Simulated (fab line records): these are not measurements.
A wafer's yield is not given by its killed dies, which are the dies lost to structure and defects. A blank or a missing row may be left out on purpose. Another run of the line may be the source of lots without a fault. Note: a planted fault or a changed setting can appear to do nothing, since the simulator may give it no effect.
The tool behind it: which one? + flow n5Finfet + 24 lots, 72 wafers sampled, at 6 steps of a route of 1938

## WHAT THE GAUGES READ, wafer by wafer
N5_BEOL_M6_THK_MEAS_01. Usual: M6_ILD_THK gives 155.1 nm (standard deviation 2.1).
| lot  | measured     | on           | M6_ILD_THK (nm)   | flag |
|------|--------------|--------------|-------------------|------|
| L074 | day 9 05:35  | filmMetro-01 | 153.0 155.4 155.5 |      |
| L076 | day 9 12:16  | filmMetro-02 | 153.5 156.6 156.1 |      |
| L077 | day 9 14:07  | filmMetro-01 | 152.8 156.0 155.8 |      |
| L075 | day 9 15:36  | filmMetro-01 | 153.6 153.4 155.3 |      |
| L079 | day 9 21:40  | filmMetro-02 | 152.2 160.6 154.5 |      |
| L080 | day 9 21:55  | filmMetro-02 | 154.3 155.6 156.0 |      |
| L078 | day 9 22:38  | filmMetro-02 | 151.1 153.6 156.4 |      |
| L081 | day 10 21:11 | filmMetro-01 | 152.8 154.6 154.6 |      |
| L083 | day 11 02:41 | filmMetro-02 | 155.2 153.5 155.9 |      |
| L084 | day 11 02:55 | filmMetro-02 | 152.6 154.4 156.6 |      |
| L082 | day 11 05:08 | filmMetro-01 | 157.0 155.4 156.5 |      |
| L086 | day 12 06:21 | filmMetro-01 | 155.2 156.2 156.8 |      |
| L088 | day 12 07:19 | filmMetro-01 | 152.9 153.6 156.7 |      |
| L087 | day 12 08:19 | filmMetro-02 | 158.0 156.4 162.1 |      |
| L085 | day 12 11:34 | filmMetro-01 | 151.3 156.1 157.0 |      |
| L090 | day 12 13:13 | filmMetro-01 | 153.0 154.1 153.9 |      |
| L089 | day 12 18:01 | filmMetro-02 | 152.3 153.0 155.8 |      |
| L092 | day 12 23:18 | filmMetro-01 | 156.3 158.0 160.4 |      |
| L091 | day 13 08:35 | filmMetro-02 | 156.7 157.5 159.0 |      |
| L095 | day 13 22:53 | filmMetro-01 | 154.3 155.4 154.7 |      |
| L093 | day 13 23:08 | filmMetro-02 | 153.1 152.6 154.4 |      |
| L094 | day 13 23:40 | filmMetro-02 | 152.9 157.2 157.0 |      |
| L096 | day 14 14:13 | filmMetro-02 | 154.1 158.0 155.8 |      |
| L097 | day 15 08:51 | filmMetro-02 | 152.2 154.3 156.9 |      |

N5_BEOL_M6_CD_MEAS_11: target cd 38.5 nm. Usual: cdNm reads 38.5 nm (standard deviation 0.49).
| lot  | measured     | on       | cdNm (nm)      | flag |
|------|--------------|----------|----------------|------|
| L074 | day 9 06:09  | cdSem-03 | 37.9 38.4 38.7 |      |
| L076 | day 9 13:13  | cdSem-03 | 38.4 38.3 39.0 |      |
| L077 | day 9 15:52  | cdSem-01 | 38.8 39.2 39.4 |      |
| L075 | day 9 16:13  | cdSem-01 | 38.1 39.0 38.9 |      |
| L079 | day 9 23:29  | cdSem-02 | 38.8 39.0 39.6 |      |
| L080 | day 9 23:40  | cdSem-03 | 39.3 38.2 37.9 |      |
| L078 | day 9 23:50  | cdSem-02 | 39.4 39.0 39.4 |      |
| L081 | day 11 01:45 | cdSem-03 | 38.5 38.3 37.9 |      |
| L083 | day 11 04:07 | cdSem-03 | 38.7 38.2 39.2 |      |
| L084 | day 11 04:17 | cdSem-03 | 38.8 38.1 37.8 |      |
| L082 | day 11 07:19 | cdSem-02 | 38.4 38.7 38.4 |      |
| L086 | day 12 07:13 | cdSem-02 | 39.3 37.9 38.9 |      |
| L088 | day 12 10:18 | cdSem-02 | 38.2 38.5 38.0 |      |
| L087 | day 12 10:41 | cdSem-02 | 37.9 39.1 38.5 |      |
| L085 | day 12 12:31 | cdSem-02 | 38.7 38.8 38.8 |      |
| L090 | day 12 13:47 | cdSem-03 | 38.5 37.8 38.3 |      |
| L089 | day 12 19:43 | cdSem-01 | 39.2 38.8 38.1 |      |
| L092 | day 13 00:08 | cdSem-03 | 39.2 38.9 38.1 |      |
| L091 | day 13 09:34 | cdSem-03 | 38.0 37.9 37.6 |      |
| L095 | day 14 00:43 | cdSem-02 | 38.1 38.0 38.3 |      |
| L093 | day 14 01:00 | cdSem-01 | 38.7 39.1 38.7 |      |
| L094 | day 14 01:52 | cdSem-03 | 39.2 38.6 38.3 |      |
| L096 | day 14 16:26 | cdSem-03 | 38.1 38.3 38.7 |      |
| L097 | day 15 12:41 | cdSem-02 | 38.2 37.9 39.3 |      |

N5_BEOL_M6_INSPECT_13: inspects for defects (brightfield). Usual: rawDefectCount reads 443 (standard deviation 120).
| lot  | measured     | on               | rawDefectCount | flag |
|------|--------------|------------------|----------------|------|
| L074 | day 9 06:12  | defectInspect-01 | 312 410 539    |      |
| L076 | day 9 13:16  | defectInspect-01 | 372 452 419    |      |
| L077 | day 9 15:56  | defectInspect-02 | 379 444 414    |      |
| L075 | day 9 16:16  | defectInspect-02 | 344 311 329    |      |
| L079 | day 9 23:32  | defectInspect-02 | 407 424 488    |      |
| L080 | day 9 23:43  | defectInspect-01 | 360 368 304    |      |
| L078 | day 9 23:53  | defectInspect-02 | 333 392 481    |      |
| L081 | day 11 01:49 | defectInspect-01 | 392 380 307    |      |
| L083 | day 11 04:10 | defectInspect-02 | 467 584 509    |      |
| L084 | day 11 04:20 | defectInspect-01 | 356 505 582    |      |
| L082 | day 11 07:22 | defectInspect-02 | 448 905 531    |      |
| L086 | day 12 07:16 | defectInspect-01 | 367 377 373    |      |
| L088 | day 12 10:22 | defectInspect-02 | 689 601 458    |      |
| L087 | day 12 10:44 | defectInspect-02 | 478 506 549    |      |
| L085 | day 12 12:35 | defectInspect-01 | 445 412 515    |      |
| L090 | day 12 13:50 | defectInspect-02 | 438 459 446    |      |
| L089 | day 12 19:46 | defectInspect-01 | 516 376 711    |      |
| L092 | day 13 00:11 | defectInspect-02 | 387 301 298    |      |
| L091 | day 13 09:37 | defectInspect-01 | 435 489 409    |      |
| L095 | day 14 00:46 | defectInspect-01 | 321 272 320    |      |
| L093 | day 14 01:03 | defectInspect-02 | 410 594 727    |      |
| L094 | day 14 01:55 | defectInspect-01 | 455 434 266    |      |
| L096 | day 14 16:31 | defectInspect-01 | 306 314 282    |      |
| L097 | day 15 12:44 | defectInspect-02 | 349 406 340    |      |

N5_BEOL_M6_OCD_MEAS_38. Usual: trenchDepthNm reads 93.8 nm (standard deviation 2.2).
| lot  | measured     | on     | trenchDepthNm (nm) | flag |
|------|--------------|--------|--------------------|------|
| L074 | day 9 10:58  | ocd-01 | 93.5 95.6 93.9     |      |
| L076 | day 9 20:53  | ocd-02 | 94.4 92.5 89.4     |      |
| L077 | day 9 20:14  | ocd-02 | 92.1 89.8 93.6     |      |
| L075 | day 9 21:31  | ocd-02 | 93.0 97.0 93.4     |      |
| L079 | day 10 03:23 | ocd-02 | 92.3 93.0 92.4     |      |
| L080 | day 10 03:23 | ocd-01 | 89.5 94.1 93.3     |      |
| L078 | day 10 03:58 | ocd-02 | 93.3 96.1 93.1     |      |
| L081 | day 11 03:10 | ocd-01 | 96.6 92.3 93.2     |      |
| L083 | day 11 07:01 | ocd-02 | 90.4 90.2 97.6     |      |
| L084 | day 11 07:04 | ocd-01 | 92.5 93.8 92.2     |      |
| L082 | day 11 08:56 | ocd-01 | 93.4 93.5 91.6     |      |
| L086 | day 12 10:11 | ocd-02 | 92.6 95.3 95.5     |      |
| L088 | day 12 11:58 | ocd-01 | 91.3 92.4 91.6     |      |
| L087 | day 12 14:05 | ocd-01 | 94.9 93.3 94.8     |      |
| L085 | day 12 16:05 | ocd-01 | 95.0 90.5 91.1     |      |
| L090 | day 12 16:39 | ocd-01 | 93.0 92.3 96.4     |      |
| L089 | day 13 00:31 | ocd-02 | 93.5 92.1 94.6     |      |
| L092 | day 13 02:24 | ocd-01 | 99.6 94.5 92.9     |      |
| L091 | day 13 11:14 | ocd-02 | 94.2 94.2 91.8     |      |
| L095 | day 14 02:50 | ocd-01 | 93.2 92.3 94.8     |      |
| L093 | day 14 02:58 | ocd-02 | 93.0 95.5 97.6     |      |
| L094 | day 14 03:52 | ocd-01 | 98.0 98.3 96.0     |      |
| L096 | day 14 18:16 | ocd-02 | 96.2 97.7 94.5     |      |
| L097 | day 15 15:59 | ocd-01 | 93.2 93.6 93.0     |      |

## WHAT TOOL EACH LOT RAN ON (gives the tool, then ch and the chambers of the sampled wafers, and finally the start)
| lot  | N5_BEOL_M5_ANNEAL_84        | N5_BEOL_M5_DEP_56               |
|------|-----------------------------|---------------------------------|
| L074 | pvdSputter-01, day 9 01:44  | pecvd-04 ch 0,1, day 9 04:52    |
| L076 | pvdSputter-01, day 9 08:03  | pecvd-02 ch 0,1,2, day 9 11:08  |
| L077 | pvdSputter-03, day 9 08:53  | pecvd-01 ch 0,1, day 9 11:58    |
| L075 | pvdSputter-02, day 9 10:39  | pecvd-02 ch 0,2, day 9 13:53    |
| L079 | pvdSputter-03, day 9 15:37  | pecvd-01 ch 0,1, day 9 20:28    |
| L080 | pvdSputter-02, day 9 18:07  | pecvd-01 ch 0,1, day 9 21:12    |
| L078 | pvdSputter-01, day 9 18:08  | pecvd-02 ch 0,1, day 9 21:19    |
| L081 | pvdSputter-01, day 10 17:08 | pecvd-02 ch 0,2, day 10 20:28   |
| L083 | pvdSputter-01, day 10 22:52 | pecvd-04 ch 0,2, day 11 01:58   |
| L084 | pvdSputter-02, day 10 22:59 | pecvd-01 ch 1,2, day 11 02:13   |
| L082 | pvdSputter-03, day 11 01:16 | pecvd-01 ch 1,2, day 11 04:24   |
| L086 | pvdSputter-03, day 12 02:34 | pecvd-01 ch 0,1,2, day 12 05:38 |
| L088 | pvdSputter-02, day 12 02:56 | pecvd-01 ch 1,2, day 12 06:04   |
| L087 | pvdSputter-01, day 12 04:10 | pecvd-02 ch 0,1,2, day 12 07:37 |
| L085 | pvdSputter-02, day 12 07:46 | pecvd-02 ch 0,2, day 12 10:51   |
| L090 | pvdSputter-01, day 12 09:26 | pecvd-02 ch 0,1,2, day 12 12:31 |
| L089 | pvdSputter-03, day 12 11:48 | pecvd-02 ch 0,2, day 12 17:19   |
| L092 | pvdSputter-01, day 12 19:00 | pecvd-02 ch 1,2, day 12 22:35   |
| L091 | pvdSputter-01, day 13 02:12 | pecvd-01 ch 0,1,2, day 13 07:53 |
| L095 | pvdSputter-02, day 13 19:05 | pecvd-04 ch 0,1,2, day 13 22:11 |
| L093 | pvdSputter-01, day 13 19:19 | pecvd-01 ch 1,2, day 13 22:26   |
| L094 | pvdSputter-03, day 13 19:49 | pecvd-04 ch 1,2, day 13 22:58   |
| L096 | pvdSputter-01, day 14 06:19 | pecvd-02 ch 1,2, day 14 13:28   |
| L097 | pvdSputter-02, day 15 04:49 | pecvd-01 ch 0,2, day 15 08:09   |
- N5_BEOL_M5_ANNEAL_84: time 1800 s.
- N5_BEOL_M5_DEP_56: deposits SiCN from 3MS/NH3, target thk 8 nm, time 14 s.

## WHAT THE TOOLS THEMSELVES READ (means of the sampled wafers that have a number; where no wafer has one, the mark that the record gives instead)
N5_BEOL_M5_ANNEAL_84. Usual: heaterPowerW 826 W, standard deviation 54; susceptor_temp_C_max 400.9, standard deviation 0.39.
| lot  | tool          | heaterPowerW (W) | susceptor_temp_C_max | flag |
|------|---------------|------------------|----------------------|------|
| L074 | pvdSputter-01 | 815              | 400.7                |      |
| L076 | pvdSputter-01 | 822              | 400.7                |      |
| L077 | pvdSputter-03 | 819              | 400.8                |      |
| L075 | pvdSputter-02 | 901              | 401.1                |      |
| L079 | pvdSputter-03 | 839              | 401.1                |      |
| L080 | pvdSputter-02 | 831              | 401.0                |      |
| L078 | pvdSputter-01 | 798              | 400.9                |      |
| L081 | pvdSputter-01 | 817              | 400.8                |      |
| L083 | pvdSputter-01 | 814              | 400.3                |      |
| L084 | pvdSputter-02 | 858              | 401.0                |      |
| L082 | pvdSputter-03 | 820              | 401.1                |      |
| L086 | pvdSputter-03 | 767              | 401.3                |      |
| L088 | pvdSputter-02 | 832              | 400.9                |      |
| L087 | pvdSputter-01 | 819              | 401.1                |      |
| L085 | pvdSputter-02 | 829              | 400.8                |      |
| L090 | pvdSputter-01 | 831              | 400.8                |      |
| L089 | pvdSputter-03 | 800              | 401.2                |      |
| L092 | pvdSputter-01 | 830              | 400.7                |      |
| L091 | pvdSputter-01 | 827              | 400.8                |      |
| L095 | pvdSputter-02 | 892              | 401.5                |      |
| L093 | pvdSputter-01 | 828              | 400.8                |      |
| L094 | pvdSputter-03 | 757              | 400.8                |      |
| L096 | pvdSputter-01 | 791              | 400.6                |      |
| L097 | pvdSputter-02 | 872              | 401.4                |      |

N5_BEOL_M5_DEP_56. Usual: showerheadPlenumPTorr 3.661 Torr, standard deviation 0.011; throttleValvePct 9.2 %, standard deviation 0.55.
| lot  | tool     | showerheadPlenumPTorr (Torr) | throttleValvePct (%) | flag |
|------|----------|------------------------------|----------------------|------|
| L074 | pecvd-04 | 3.666                        | 8.8                  |      |
| L076 | pecvd-02 | 3.657                        | 9.2                  |      |
| L077 | pecvd-01 | 3.661                        | 9.8                  |      |
| L075 | pecvd-02 | 3.663                        | 9.4                  |      |
| L079 | pecvd-01 | 3.667                        | 9.6                  |      |
| L080 | pecvd-01 | 3.669                        | 9.8                  |      |
| L078 | pecvd-02 | 3.672                        | 9.6                  |      |
| L081 | pecvd-02 | 3.658                        | 9.5                  |      |
| L083 | pecvd-04 | 3.671                        | 8.7                  |      |
| L084 | pecvd-01 | 3.657                        | 9.1                  |      |
| L082 | pecvd-01 | 3.655                        | 9.2                  |      |
| L086 | pecvd-01 | 3.662                        | 9.2                  |      |
| L088 | pecvd-01 | 3.651                        | 9.1                  |      |
| L087 | pecvd-02 | 3.659                        | 9.4                  |      |
| L085 | pecvd-02 | 3.663                        | 9.3                  |      |
| L090 | pecvd-02 | 3.660                        | 9.5                  |      |
| L089 | pecvd-02 | 3.659                        | 9.4                  |      |
| L092 | pecvd-02 | 3.660                        | 9.2                  |      |
| L091 | pecvd-01 | 3.654                        | 9.3                  |      |
| L095 | pecvd-04 | 3.662                        | 8.7                  |      |
| L093 | pecvd-01 | 3.656                        | 9.8                  |      |
| L094 | pecvd-04 | 3.654                        | 8.3                  |      |
| L096 | pecvd-02 | 3.654                        | 9.1                  |      |
| L097 | pecvd-01 | 3.663                        | 9.0                  |      |

## THE ANSWER, worked out from the rows above alone
Rule: lot off if the mean of its wafers having a number is beyond 3 standard deviations from the usual mean. Also off: a lot with no number at a reading for which 4 or more lots have one. Any other lot the step has rows for is counted as sound. The gauges are gone through in route order, then the tools' own readings, and for those a lot's mean is taken as printed above. At the first step where some lot is off, the reading lying furthest off is the one used; lots without a number count as furthest.
Across all readings shown, no lot is off: no conclusion can be drawn from this.

## WHAT THE SIMULATOR HAD INSERTED
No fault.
